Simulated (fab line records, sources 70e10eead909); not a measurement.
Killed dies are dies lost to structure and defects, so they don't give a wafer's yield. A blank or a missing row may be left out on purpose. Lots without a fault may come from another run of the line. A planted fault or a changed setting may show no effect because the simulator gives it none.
fab line records | flow nand_harc
record lots=24 wafers=72 last_day=24
route steps=1159 shown A_BLC@990 A_M0@1007 A_M1@1056
lots that met no fault: from a run of the same line without faults
start_h: hours from the record's first day to the start of the lot's first wafer shown | wait_h: hours since the lot's step before | " the same as in the row above | L1.1+2: a row that stands for several wafers | - no value, or no start given | * or withheld: withheld | < > ~ a bound
route shown NAME@n: a module of which the file shows steps, and the number in the route of the first | usual: mean/standard deviation of fault-free wafers | same: alike in all rows | chamber/n: place in a boat | sites: the reading at each site | _std_site: their standard deviation | _edge_site: outer sites' mean less inner sites' | radius_mm: how far each site lies from the wafer's centre | mask NAME#n: copy n | behind: the tool/chamber that last shaped the wafer | hold: why the lot was held/for how many hours/how that ended | device: the transistor (n, p or np) that didn't switch | end of line: the same wafers' tests at the end of the route | a step without rows: its recipe alone | killed: dies lost to structure and defects at the first sort, not the wafer's yield | map: a wafer's dies, x killed, . not, _ none there
set.NAME: the setting as run; set.NAME@STEP: as run at that earlier step | model.NAME: the simulator's own value behind a step, which no gauge read
steps of the route over a sample of lots; a table a step, a row a wafer
services: from which hour (start_h, from the record's first day; less than 0 if before it) a tool's chamber was out of use, for how many hours, and why
## steps
# step NHARC_A_BLC_CMP_25
# recipe t_overpolish_s=30 target_thk_nm=150
# usual motor_current_A=11.6/0.98 overpolish_run_s=30.000/0.0087 time_to_endpoint_s=29/3.3
# columns lot.wafer tool chamber start_h wait_h motor_current_A overpolish_run_s time_to_endpoint_s
L075.4 cmp-02 3 399.79 0.3 12.1 29.998 28
L075.2 " 1 " " 12.8 30.008 32
L075.3 " 2 " " 9.5 29.998 30
L074.4 cmp-03 2 401.42 0.3 11.1 30.013 31
L074.1 " 0 " " 12.8 29.998 32
L074.5 " 2 " " 11.7 29.994 31
L077.4 cmp-03 2 406.13 0.3 11.3 29.997 26
L077.1 " 0 " " 13.4 29.986 29
L077.5 " 2 " " 11.8 29.998 28
L076.1 cmp-03 2 406.96 0.5 11.7 30.013 29
L076.2 " 0 " " 12.5 29.989 26
L076.6 " 1 " " 12.6 30.002 25
L078.3 cmp-02 0 421.36 0.3 12.4 29.984 34
L078.6 " 1 " " 13.0 29.981 34
L078.5 " 2 " " 10.5 30.022 34
L080.4 cmp-03 1 432.73 0.3 11.8 29.987 23
L080.3 " 2 " " 12.2 30.002 23
L080.2 " 0 " " 12.6 30.006 23
L079.1 cmp-03 3 441.58 0.4 11.8 30.001 29
L079.2 " 2 " " 12.3 30.014 30
L079.5 " 3 " " 12.0 29.996 27
L082.2 cmp-02 1 442.05 0.4 12.8 30.007 36
L082.5 " 0 " " 11.6 29.988 34
L082.6 " 1 " " 13.2 29.982 32
L081.4 cmp-04 0 442.17 0.4 11.7 29.983 28
L081.2 " 1 " " 10.6 29.992 25
L081.5 " 0 " " 12.7 29.991 27
L084.4 cmp-02 0 450.42 0.3 12.4 29.989 35
L084.2 " 1 " " 12.9 29.993 33
L084.1 " 2 " " 10.0 30.004 32
L083.2 cmp-02 2 454.09 0.5 9.8 29.989 32
L083.4 " 3 " " 12.2 30.000 28
L083.3 " 1 " " 13.0 30.003 33
L085.2 cmp-03 1 466.35 0.4 11.8 29.992 26
L085.3 " 2 " " 11.0 30.001 28
L085.1 " 3 " " 12.0 30.004 27
L087.4 cmp-04 2 466.56 0.3 11.2 30.011 31
L087.1 " 3 " " 9.9 29.996 28
L087.6 " 2 " " 11.0 29.996 31
L086.1 cmp-04 2 469.56 0.4 10.8 30.011 30
L086.3 " 1 " " 10.4 30.005 28
L086.6 " 3 " " 10.4 29.991 27
L088.2 cmp-04 1 470.70 0.5 10.8 30.012 29
L088.4 " 2 " " 11.3 30.004 31
L088.1 " 0 " " 11.0 30.015 31
L090.1 cmp-03 1 491.18 0.5 12.0 29.995 27
L090.3 " 2 " " 11.5 30.000 30
L090.4 " 3 " " 12.1 29.988 27
L089.2 cmp-02 3 492.36 0.4 11.9 29.994 34
L089.3 " 1 " " 12.4 30.011 36
L089.5 " 3 " " 12.6 29.999 31
L092.3 cmp-04 2 496.33 0.3 11.0 30.004 34
L092.5 " 2 " " 11.2 30.000 33
L092.6 " 3 " " 10.3 30.003 31
L091.2 cmp-03 1 504.40 0.4 11.7 29.999 22
L091.4 " 3 " " 12.4 30.021 24
L091.5 " 0 " " 13.2 30.011 23
L093.2 cmp-02 2 508.85 0.4 10.2 29.987 35
L093.4 " 0 " " 11.9 30.005 34
L093.3 " 1 " " 12.4 30.008 36
L094.3 cmp-03 2 509.53 0.4 11.6 30.007 29
L094.1 " 3 " " 11.7 30.001 27
L094.5 " 1 " " 12.5 29.997 24
L096.3 cmp-04 3 514.66 0.3 9.9 30.007 29
L096.4 " 0 " " 11.4 30.007 29
L096.6 " 3 " " 10.2 30.003 27
L097.4 cmp-04 1 516.21 0.3 9.9 29.984 31
L097.2 " 0 " " 11.8 29.988 27
L097.5 " 2 " " 11.2 29.999 31
L095.2 cmp-04 3 519.08 0.4 10.3 30.003 29
L095.3 " 0 " " 11.9 29.999 28
L095.5 " 3 " " 9.9 29.997 29
# step NHARC_A_M0_DESCUM_14
# recipe time_s=3 o2_flow_sccm=200 ar_flow_sccm=0 bias_power_w=0 chemistry=O2
# usual drypump_motor_current_A=5.5/0.4 mfc_ar_sccm=0.011/0.012 o2_flow_sccm=200.1/0.52 oes_product_au=1.002/0.018 rf_vpp_V=57.8/0.83 showerhead_plenum_p_Torr=1.92/0.064 throttle_valve_pct=11.312/0.0087
# columns lot.wafer tool chamber start_h wait_h drypump_motor_current_A mfc_ar_sccm o2_flow_sccm oes_product_au rf_hours_counter_h rf_vpp_V showerhead_plenum_p_Torr throttle_valve_pct
L075.4 rie_diel-10 2 401.16 0.1 4.9 0.003 199.8 1.011 4 58.9 2.06 11.322
L075.2 " 3 " " 5.3 0.021 199.9 1.024 4 58.6 1.85 11.307
L075.3 " 1 " " 5.4 0.014 200.2 0.991 3 56.9 1.88 11.305
L074.1 rie_diel-04 1 402.92 0.1 6.1 0 200.1 0.981 8 57.1 1.90 11.309
L074.4 " 3 " " 5.8 0 200.1 0.999 8 58.4 1.95 11.319
L074.5 " 1 " " 6.1 0 200.1 0.981 - 58.4 1.90 11.308
L077.4 rie_diel-04 2 407.62 0.1 5.2 0.017 199.4 0.981 8 57.4 1.87 11.310
L077.1 " 3 " " 5.8 0 199.9 0.998 8 57.5 1.95 11.304
L077.5 " 2 " " 5.2 0.017 200.2 0.987 - 58.4 1.87 11.302
L076.2 rie_diel-04 3 408.51 0.1 5.8 0 200.5 0.998 8 56.8 1.95 11.306
L076.1 " 2 " " 5.2 0.017 199.9 0.979 8 58.2 1.87 11.308
L076.6 " 0 " " 5.6 0.036 199.2 1.019 - 57.3 1.90 11.309
L078.3 rie_diel-10 0 422.79 0.1 5.5 0 200.4 0.989 6 57.0 1.90 11.310
L078.5 " 2 " " 5.0 0.003 199.7 0.999 - 58.1 2.06 11.332
L078.6 " 3 " " 5.3 0.021 199.6 1.011 - 56.0 1.85 11.305
L080.4 rie_diel-12 0 434.24 0.1 5.1 0.026 199.9 1.025 2 58.2 2.03 11.309
L080.2 " 1 " " 6.2 0.003 199.9 1.026 2 58.0 1.92 11.315
L080.3 " 3 " " 5.6 0 199.6 0.989 2 56.8 1.86 11.319
L079.1 rie_diel-04 2 443.08 0.1 5.2 0.017 199.5 0.990 10 57.7 1.87 11.304
L079.2 " 3 " " 5.8 0 199.8 0.996 10 55.8 1.95 11.323
L079.5 " 2 " " 5.2 0.017 200.8 0.994 - 58.2 1.87 11.320
L082.2 rie_diel-04 1 443.65 0.1 6.1 0 200.1 0.975 11 57.7 1.90 11.323
L082.6 " 1 " " 6.1 0 199.6 0.980 - 58.3 1.90 11.314
L082.5 " 2 " " 5.2 0.017 199.6 0.979 - 57.2 1.87 11.302
L081.2 rie_diel-12 1 443.81 0.1 6.2 0.003 200.7 1.024 3 57.3 1.92 11.313
L081.4 " 2 " " 5.1 0.014 200.2 1.013 3 59.6 1.86 11.316
L081.5 " 1 " " 6.2 0.003 200.9 1.030 - 58.0 1.92 11.325
L084.1 rie_diel-04 1 451.88 0.1 6.1 0 200.0 0.983 11 57.2 1.90 11.314
L084.4 " 2 " " 5.2 0.017 200.6 0.997 11 56.9 1.87 11.333
L084.2 " 3 " " 5.8 0 200.5 1.001 11 58.2 1.95 11.314
L083.2 rie_diel-10 1 455.57 0.1 5.4 0.014 200.2 0.984 9 58.9 1.88 11.310
L083.3 " 2 " " 4.9 0.003 200.4 1.016 9 55.9 2.06 11.311
L083.4 " 0 " " 5.6 0 199.1 0.976 10 56.9 1.90 11.310
L085.1 rie_diel-12 0 467.85 0.1 5.1 0.026 200.0 1.031 5 59.3 2.03 11.317
L085.3 " 1 " " 6.2 0.003 200.2 1.024 4 58.7 1.92 11.306
L085.2 " 2 " " 5.1 0.014 200.3 1.017 4 57.4 1.86 11.305
L087.1 rie_diel-10 3 468.07 0.1 5.3 0.021 200.2 1.034 10 57.3 1.85 11.319
L087.4 " 1 " " 5.4 0.014 200.4 0.987 9 57.8 1.88 11.320
L087.6 " 2 " " 4.9 0.003 199.7 1.017 - 60.0 2.06 11.306
L086.3 rie_diel-12 2 471.06 0.1 5.1 0.014 200.5 1.008 4 57.9 1.86 11.304
L086.1 " 3 " " 5.6 0 201.0 0.973 5 57.6 1.86 11.309
L086.6 " 1 " " 6.2 0.003 199.8 1.029 - 57.4 1.92 11.316
L088.4 rie_diel-10 2 472.21 0.1 4.9 0.003 200.3 1.008 9 58.6 2.06 11.311
L088.2 " 0 " " 5.6 0 200.0 0.986 11 57.4 1.90 11.299
L088.1 " 1 " " 5.4 0.014 199.8 0.997 9 57.8 1.88 11.326
L090.1 rie_diel-04 1 492.68 0.1 6.1 0 199.4 0.987 1 56.6 1.90 11.321
L090.3 " 3 " " 5.8 0 199.9 0.976 1 57.6 1.95 11.301
L090.4 " 1 " " 6.1 0 198.9 0.986 - 55.4 1.89 11.323
L089.2 rie_diel-04 3 493.85 0.1 5.8 0 200.5 0.975 1 58.5 1.95 11.301
L089.3 " 0 " " 5.5 0.036 199.4 1.001 1 58.5 1.90 11.310
L089.5 " 1 " " 6.1 0 200.1 0.977 - 58.0 1.89 11.314
L092.3 rie_diel-10 3 497.83 0.1 5.3 0.021 199.9 1.014 11 57.6 1.85 11.323
L092.6 " 2 " " 4.9 0.003 200.2 1.013 - 59.1 2.06 11.306
L092.5 " 3 " " 5.3 0.021 199.0 1.025 - 57.6 1.85 11.325
L091.4 rie_diel-04 2 505.74 0.1 5.2 0.017 199.9 0.987 2 57.8 1.87 11.315
L091.2 " 1 " " 6.1 0 199.6 0.985 2 57.5 1.89 11.315
L091.5 " 3 " " 5.8 0 200.2 0.965 - 58.3 1.95 11.294
L093.2 rie_diel-12 0 510.21 0.1 5.1 0.026 200.2 1.016 8 57.8 2.03 11.314
L093.4 " 1 " " 6.2 0.003 199.9 1.020 7 57.8 1.91 11.314
L093.3 " 3 " " 5.6 0 199.8 0.984 7 57.6 1.86 11.303
L094.3 rie_diel-12 0 511.20 0.1 5.1 0.026 200.7 1.033 8 58.8 2.03 11.296
L094.1 " 1 " " 6.2 0.003 198.9 1.024 7 57.8 1.91 11.317
L094.5 " 3 " " 5.6 0 200.3 0.993 - 56.5 1.86 11.303
L096.3 rie_diel-04 3 516.18 0.1 5.8 0 200.7 0.981 3 57.5 1.94 11.321
L096.4 " 0 " " 5.6 0.036 200.4 1.001 3 57.7 1.90 11.320
L096.6 " 2 " " 5.2 0.017 200.6 0.982 - 56.0 1.87 11.317
L097.2 rie_diel-04 0 517.59 0.1 5.6 0.036 199.7 1.010 3 57.7 1.90 11.316
L097.4 " 1 " " 6.1 0 201.0 0.991 3 57.7 1.89 11.310
L097.5 " 0 " " 5.6 0.036 200.5 1.002 - 57.3 1.90 11.298
L095.2 rie_diel-10 1 520.58 0.1 5.4 0.014 200.7 0.998 13 57.0 1.88 11.313
L095.3 " 2 " " 4.9 0.003 200.4 1.012 12 58.0 2.06 11.294
L095.5 " 2 " " 4.9 0.003 200.8 1.012 - 57.6 2.06 11.312
# step NHARC_A_M0_STRIP_18
# recipe power_w=1000 n2_flow_sccm=150 h2_flow_sccm=150 ar_flow_sccm=0 bias_w=0 chemistry=N2/H2
# usual drypump_motor_current_A=5.4/0.34 mfc_ar_sccm=0.011/0.011 oes_product_au=1.001/0.017 power_w=1000.2/2.9 rf_vpp_V=90.6/0.92 showerhead_plenum_p_Torr=2.04/0.077 throttle_valve_pct=14.171/0.0089
# columns lot.wafer tool chamber start_h wait_h drypump_motor_current_A mfc_ar_sccm oes_product_au power_w rf_hours_counter_h rf_vpp_V showerhead_plenum_p_Torr throttle_valve_pct
L075.2 rie_diel-12 2 401.53 0.1 5.1 0.014 1.009 999.9 0 90.5 1.98 14.181
L075.4 " 3 " " 5.6 0 0.970 997.3 0 90.0 1.98 14.177
L075.3 " 0 " " 5.1 0.026 1.020 1002.4 1 91.9 2.17 14.166
L074.4 rie_diel-10 0 403.33 0.1 5.6 0 0.983 1001.0 4 90.4 2.03 14.166
L074.1 " 1 " " 5.4 0.014 0.984 997.7 4 89.1 2.00 14.170
L074.5 " 3 " " 5.3 0.021 1.009 1003.5 - 91.0 1.97 14.158
L077.4 rie_diel-10 1 408.02 0.1 5.4 0.014 0.995 1002.1 4 91.5 2.00 14.179
L077.1 " 3 " " 5.3 0.021 1.014 1001.2 5 89.7 1.97 14.162
L077.5 " 0 " " 5.6 0 0.993 996.6 - 90.4 2.03 14.161
L076.2 rie_diel-10 1 408.93 0.1 5.4 0.014 0.997 1003.0 4 89.5 2.00 14.167
L076.1 " 2 " " 4.9 0.003 1.007 994.6 5 92.8 2.20 14.171
L076.6 " 3 " " 5.3 0.021 1.017 998.1 - 89.7 1.97 14.177
L078.3 rie_diel-04 1 423.25 0.1 6.1 0 0.983 1004.4 9 91.5 2.02 14.173
L078.5 " 2 " " 5.2 0.017 0.992 1005.1 - 90.5 1.99 14.168
L078.6 " 3 " " 5.8 0 1.003 999.5 - 88.6 2.08 14.155
L080.3 rie_diel-04 2 434.64 0.1 5.2 0.017 0.987 1001.8 9 90.4 1.99 14.175
L080.4 " 3 " " 5.8 0 0.998 997.5 9 91.3 2.08 14.163
L080.2 " 0 " " 5.6 0.036 1.017 998.4 8 90.3 2.02 14.174
L079.1 rie_diel-10 2 443.45 0.1 5.0 0.003 1.005 995.2 8 93.0 2.20 14.172
L079.2 " 1 " " 5.4 0.014 0.990 1001.0 8 90.5 2.00 14.175
L079.5 " 2 " " 5.0 0.003 1.017 999.3 - 91.9 2.20 14.172
L082.2 rie_diel-10 2 444.09 0.1 4.9 0.003 0.990 1003.2 8 91.0 2.20 14.179
L082.5 " 0 " " 5.5 0 0.994 1001.7 - 91.0 2.03 14.173
L082.6 " 1 " " 5.4 0.014 0.974 1002.0 - 90.3 2.00 14.181
L081.2 rie_diel-04 2 444.23 0.1 5.2 0.017 0.993 995.1 10 88.6 1.99 14.160
L081.4 " 3 " " 5.8 0 0.996 1001.4 10 90.3 2.08 14.169
L081.5 " 1 " " 6.1 0 0.993 1002.2 - 89.7 2.02 14.179
L084.4 rie_diel-10 3 452.29 0.1 5.3 0.021 1.031 1004.2 8 90.0 1.97 14.179
L084.1 " 0 " " 5.6 0 0.984 1002.8 9 89.4 2.03 14.168
L084.2 " 1 " " 5.4 0.014 0.988 999.9 8 89.8 2.00 14.163
L083.4 rie_diel-04 0 455.95 0.1 5.6 0.036 1.002 1001.3 10 89.0 2.02 14.174
L083.2 " 2 " " 5.2 0.017 0.993 999.0 12 90.9 1.99 14.164
L083.3 " 3 " " 5.8 0 0.994 999.8 11 90.4 2.08 14.170
L085.2 rie_diel-10 1 468.25 0.1 5.4 0.014 0.991 1003.2 9 90.8 2.00 14.164
L085.3 " 2 " " 5.0 0.003 0.998 1002.2 9 89.8 2.20 14.165
L085.1 " 3 " " 5.3 0.021 1.023 1000.8 10 90.6 1.97 14.181
L087.4 rie_diel-12 1 468.60 0.1 6.2 0.003 1.021 996.6 4 90.1 2.04 14.181
L087.1 " 3 " " 5.6 0 0.989 999.3 4 92.2 1.98 14.168
L087.6 " 0 " " 5.1 0.026 1.032 995.9 - 91.5 2.17 14.155
L086.3 rie_diel-10 2 471.43 0.1 5.0 0.003 1.002 1002.0 9 90.9 2.20 14.170
L086.1 " 3 " " 5.3 0.021 1.034 1006.4 10 90.3 1.97 14.161
L086.6 " 2 " " 5.0 0.003 1.003 998.2 - 91.0 2.20 14.170
L088.4 rie_diel-10 2 472.58 0.1 5.0 0.003 1.006 1001.2 9 90.7 2.20 14.176
L088.2 " 3 " " 5.3 0.021 1.024 999.0 10 90.9 1.97 14.178
L088.1 " 0 " " 5.6 0 0.979 998.5 11 89.8 2.03 14.187
L090.4 rie_diel-10 2 493.08 0.1 5.0 0.003 1.001 996.8 11 91.1 2.20 14.187
L090.1 " 0 " " 5.6 0 0.982 1001.4 12 91.0 2.03 14.157
L090.3 " 1 " " 5.4 0.014 0.983 1002.6 11 90.5 2.00 14.172
L089.2 rie_diel-10 2 494.27 0.1 4.9 0.003 1.011 1005.7 11 93.7 2.20 14.173
L089.3 " 1 " " 5.4 0.014 0.987 1003.0 11 91.0 2.00 14.169
L089.5 " 3 " " 5.3 0.021 1.021 1001.0 - 89.4 1.97 14.176
L092.3 rie_diel-12 3 498.20 0.1 5.6 0 0.987 1002.2 7 91.2 1.98 14.174
L092.6 " 3 " " 5.6 0 0.984 999.1 - 90.6 1.98 14.179
L092.5 " 0 " " 5.1 0.026 1.035 994.1 - 91.0 2.17 14.161
L091.4 rie_diel-12 2 506.11 0.1 5.1 0.014 1.013 996.8 7 90.4 1.98 14.163
L091.2 " 3 " " 5.6 0 0.983 997.7 7 91.6 1.98 14.168
L091.5 " 2 " " 5.1 0.014 1.016 996.7 - 89.2 1.98 14.169
L093.3 rie_diel-04 3 510.61 0.1 5.8 0 0.977 999.6 3 91.0 2.07 14.173
L093.4 " 0 " " 5.6 0.036 1.008 1002.7 3 91.5 2.02 14.167
L093.2 " 1 " " 6.1 0 0.989 1005.0 3 89.5 2.02 14.156
L094.1 rie_diel-10 0 511.61 0.1 5.6 0 0.988 1003.4 14 91.0 2.03 14.173
L094.3 " 1 " " 5.4 0.014 0.984 1003.2 12 89.1 2.00 14.189
L094.5 " 3 " " 5.3 0.021 1.027 1001.4 - 90.3 1.97 14.155
L096.4 rie_diel-10 0 516.55 0.1 5.6 0 0.986 993.6 14 90.0 2.03 14.174
L096.3 " 3 " " 5.3 0.021 1.014 1002.1 13 89.5 1.97 14.178
L096.6 " 0 " " 5.6 0 0.986 994.4 - 89.5 2.03 14.183
L097.2 rie_diel-10 2 517.96 0.1 4.9 0.003 1.015 1003.6 12 90.5 2.20 14.163
L097.4 " 1 " " 5.4 0.014 0.990 1003.6 12 90.3 2.00 14.165
L097.5 " 2 " " 4.9 0.003 1.013 1001.4 - 91.6 2.20 14.167
L095.3 rie_diel-04 2 520.95 0.1 5.2 0.017 0.970 994.2 2 89.8 1.99 14.179
L095.2 " 1 " " 6.1 0 0.976 999.2 3 90.0 2.02 14.173
L095.5 " 3 " " 5.8 0 0.975 1004.1 - 91.2 2.07 14.152
# step NHARC_A_M0_INSPECT_27
# usual raw_defect_count=440/180
# columns lot.wafer tool chamber start_h wait_h raw_defect_count
L075.2 defect_inspect-02 - 403.66 0.0 369
L075.3 " - " " 489
L075.4 " - " " 645
L074.1 defect_inspect-02 - 405.44 0.0 376
L074.4 " - " " 531
L074.5 " - " " 334
L077.1 defect_inspect-02 - 410.28 0.0 341
L077.4 " - " " 508
L077.5 " - " " 536
L076.1 defect_inspect-01 - 411.00 0.0 402
L076.2 " - " " 272
L076.6 " - " " 366
L078.3 defect_inspect-02 - 425.41 0.0 360
L078.5 " - " " 495
L078.6 " - " " 583
L080.2 defect_inspect-01 - 436.74 0.0 298
L080.3 " - " " 310
L080.4 " - " " 448
L079.1 defect_inspect-01 - 445.61 0.0 240
L079.2 " - " " 365
L079.5 " - " " 330
L082.2 defect_inspect-01 - 446.15 0.0 382
L082.5 " - " " 356
L082.6 " - " " 382
L081.2 defect_inspect-01 - 446.49 0.1 434
L081.4 " - " " 384
L081.5 " - " " 457
L084.1 defect_inspect-01 - 454.64 0.0 303
L084.2 " - " " 347
L084.4 " - " " 328
L083.2 defect_inspect-02 - 458.51 0.0 293
L083.3 " - " " 381
L083.4 " - " " 285
L085.1 defect_inspect-01 - 470.49 0.0 347
L085.2 " - " " 326
L085.3 " - " " 329
L087.1 defect_inspect-01 - 470.82 0.0 540
L087.4 " - " " 343
L087.6 " - " " 430
L086.1 defect_inspect-02 - 473.61 0.0 460
L086.3 " - " " 693
L086.6 " - " " 579
L088.1 defect_inspect-01 - 475.24 0.0 412
L088.2 " - " " 308
L088.4 " - " " 250
L090.1 defect_inspect-01 - 495.23 0.0 496
L090.3 " - " " 345
L090.4 " - " " 340
L089.2 defect_inspect-02 - 496.38 0.0 349
L089.3 " - " " 442
L089.5 " - " " 479
L092.3 defect_inspect-01 - 500.46 0.0 561
L092.5 " - " " 351
L092.6 " - " " 272
L091.2 defect_inspect-02 - 508.23 0.0 397
L091.4 " - " " 374
L091.5 " - " " 490
L093.2 defect_inspect-02 - 512.72 0.0 707
L093.3 " - " " 987
L093.4 " - " " 819
L094.1 defect_inspect-02 - 513.68 0.0 898
L094.3 " - " " 1037
L094.5 " - " " 744
L096.3 defect_inspect-02 - 518.68 0.0 251
L096.4 " - " " 327
L096.6 " - " " 329
L097.2 defect_inspect-02 - 520.05 0.0 508
L097.4 " - " " 467
L097.5 " - " " 365
L095.2 defect_inspect-02 - 523.30 0.0 291
L095.3 " - " " 335
L095.5 " - " " 272
# step NHARC_A_M0_DEP_32
# recipe target_thk_a=300 temp_c=370 target_thk_nm=30 pressure_torr=3 flow_sccm=200 rf_w=450 material=SiCN
# usual chamber_pressure_Torr=3.000/0.0068 heater_power_w=618/99
# columns lot.wafer tool chamber start_h wait_h chamber_pressure_Torr heater_power_w
L075.3 pecvd-02 2 403.80 0.1 3.000 728
L075.2 " 1 " " 3.000 517
L075.4 " 2 " " 3.005 702
L074.1 pecvd-04 0 405.67 0.1 2.992 685
L074.4 " 1 " " 2.996 710
L074.5 " 0 " " 2.998 675
L077.1 pecvd-01 0 410.82 0.1 3.003 526
L077.5 " 1 " " 3.005 468
L077.4 " 0 " " 2.998 530
L076.2 pecvd-01 1 411.15 0.1 3.003 412
L076.1 " 2 " " 3.017 659
L076.6 " 2 " " 3.010 663
L078.3 pecvd-02 1 425.92 0.1 2.998 613
L078.5 " 0 " " 2.999 614
L078.6 " 1 " " 2.992 622
L080.3 pecvd-04 0 436.93 0.1 2.991 597
L080.2 " 1 " " 3.008 724
L080.4 " 1 " " 3.010 723
L079.2 pecvd-01 0 445.80 0.1 2.995 568
L079.1 " 1 " " 2.997 424
L079.5 " 1 " " 2.999 420
L082.2 pecvd-02 2 446.38 0.1 2.995 733
L082.5 " 0 " " 2.996 594
L082.6 " 2 " " 3.003 751
L081.2 pecvd-01 0 446.69 0.1 3.002 561
L081.5 " 2 " " 2.995 670
L081.4 " 0 " " 2.996 561
L084.2 pecvd-04 1 454.83 0.1 3.004 731
L084.1 " 2 " " 3.008 582
L084.4 " 2 " " 3.002 577
L083.3 pecvd-02 1 458.65 0.1 2.995 522
L083.2 " 2 " " 3.010 626
L083.4 " 2 " " 3.012 602
L085.3 pecvd-04 0 470.63 0.1 3.001 676
L085.1 " 1 " " 2.991 691
L085.2 " 2 " " 3.011 648
L087.1 pecvd-02 0 470.97 0.1 2.998 663
L087.6 " 0 " " 3.006 677
L087.4 " 1 " " 3.006 616
L086.1 pecvd-01 2 473.80 0.1 2.999 802
L086.3 " 0 " " 3.004 569
L086.6 " 1 " " 2.992 485
L088.2 pecvd-01 0 475.43 0.1 2.989 550
L088.1 " 1 " " 2.996 505
L088.4 " 1 " " 2.994 509
L090.1 pecvd-01 0 495.38 0.1 2.997 555
L090.3 " 1 " " 3.002 435
L090.4 " 2 " " 3.001 698
L089.3 pecvd-01 0 496.53 0.1 3.000 583
L089.2 " 1 " " 2.999 429
L089.5 " 1 " " 3.003 440
L092.3 pecvd-02 0 500.65 0.1 3.004 590
L092.5 " 2 " " 2.998 756
L092.6 " 0 " " 3.004 599
L091.2 pecvd-01 1 508.46 0.1 3.001 519
L091.5 " 2 " " 3.009 696
L091.4 " 0 " " 2.994 592
L093.2 pecvd-02 2 512.92 0.1 2.995 654
L093.3 " 0 " " 2.996 603
L093.4 " 1 " " 3.009 610
L094.3 pecvd-01 2 513.87 0.1 2.999 750
L094.1 " 0 " " 2.998 494
L094.5 " 0 " " 2.997 497
L096.3 pecvd-01 2 518.94 0.1 2.983 794
L096.4 " 0 " " 3.000 561
L096.6 " 1 " " 2.989 499
L097.2 pecvd-01 2 520.93 0.1 3.003 730
L097.4 " 0 " " 2.998 580
L097.5 " 2 " " 3.001 741
L095.3 pecvd-04 0 523.65 0.1 3.000 663
L095.2 " 1 " " 3.010 672
L095.5 " 1 " " 3.007 672
# step NHARC_A_M1_INSPECT_27
# usual raw_defect_count=405/93
# columns lot.wafer tool chamber start_h wait_h raw_defect_count
L075.2 defect_inspect-02 - 407.82 0.0 297
L075.3 " - " " 438
L075.4 " - " " 418
L074.1 defect_inspect-01 - 409.66 0.0 535
L074.4 " - " " 416
L074.5 " - " " 442
L077.1 defect_inspect-01 - 414.86 0.0 404
L077.4 " - " " 320
L077.5 " - " " 497
L076.1 defect_inspect-01 - 415.36 0.0 420
L076.2 " - " " 495
L076.6 " - " " 384
L078.3 defect_inspect-01 - 429.78 0.0 312
L078.5 " - " " 508
L078.6 " - " " 347
L080.2 defect_inspect-02 - 440.95 0.0 291
L080.3 " - " " 329
L080.4 " - " " 542
L079.1 defect_inspect-01 - 450.44 0.0 323
L079.2 " - " " 355
L079.5 " - " " 415
L082.2 defect_inspect-01 - 450.77 0.0 354
L082.5 " - " " 429
L082.6 " - " " 305
L081.2 defect_inspect-02 - 452.58 0.0 473
L081.4 " - " " 419
L081.5 " - " " 296
L084.1 defect_inspect-01 - 458.82 0.0 424
L084.2 " - " " 470
L084.4 " - " " 336
L083.2 defect_inspect-01 - 462.82 0.0 517
L083.3 " - " " 548
L083.4 " - " " 455
L085.1 defect_inspect-02 - 475.53 0.0 431
L085.2 " - " " 288
L085.3 " - " " 433
L087.1 defect_inspect-01 - 475.99 0.0 452
L087.4 " - " " 591
L087.6 " - " " 430
L086.1 defect_inspect-02 - 477.66 0.0 483
L086.3 " - " " 345
L086.6 " - " " 266
L088.1 defect_inspect-01 - 479.40 0.0 280
L088.2 " - " " 286
L088.4 " - " " 326
L090.1 defect_inspect-02 - 499.42 0.0 506
L090.3 " - " " 374
L090.4 " - " " 557
L089.2 defect_inspect-02 - 500.55 0.0 462
L089.3 " - " " 413
L089.5 " - " " 324
L092.3 defect_inspect-02 - 504.62 0.0 505
L092.5 " - " " 389
L092.6 " - " " 439
L091.2 defect_inspect-01 - 512.65 0.0 504
L091.4 " - " " 351
L091.5 " - " " 286
L093.2 defect_inspect-02 - 516.90 0.0 489
L093.3 " - " " 337
L093.4 " - " " 294
L094.1 defect_inspect-02 - 517.86 0.0 217
L094.3 " - " " 318
L094.5 " - " " 332
L096.3 defect_inspect-02 - 523.00 0.0 329
L096.4 " - " " 360
L096.6 " - " " 368
L097.2 defect_inspect-02 - 524.87 0.0 495
L097.4 " - " " 516
L097.5 " - " " 537
L095.2 defect_inspect-02 - 527.59 0.0 431
L095.3 " - " " 346
L095.5 " - " " 465
## services
# columns tool chamber start_h hours kind
pecvd-04 - 376.56 13.0 pm
rie_diel-12 - 379.40 9.0 pm
rie_diel-10 0 387.10 - clean
rie_diel-10 1 387.10 - clean
rie_diel-10 2 387.10 - clean
rie_diel-10 3 387.10 - clean
cmp-03 - 387.93 0.4 repair
rie_diel-10 3 394.59 5.5 repair
cmp-04 - 399.07 4.0 pm
cmp-02 - 405.59 0.5 repair
rie_diel-10 0 411.60 - clean
pecvd-01 - 418.07 13.0 pm
cmp-02 - 422.62 4.0 pm
cmp-03 - 450.00 4.0 pm
cmp-02 - 456.55 1.2 repair
rie_diel-04 2 463.18 8.2 repair
rie_diel-04 - 465.90 9.0 pm
pecvd-04 2 477.63 5.5 repair
rie_diel-12 2 485.23 5.3 repair
rie_diel-04 2 489.09 6.6 repair
cmp-04 - 497.07 4.0 pm
cmp-03 - 498.59 0.5 repair
pecvd-02 - 515.34 13.0 pm
cmp-02 - 520.78 4.0 pm
## key
fault none
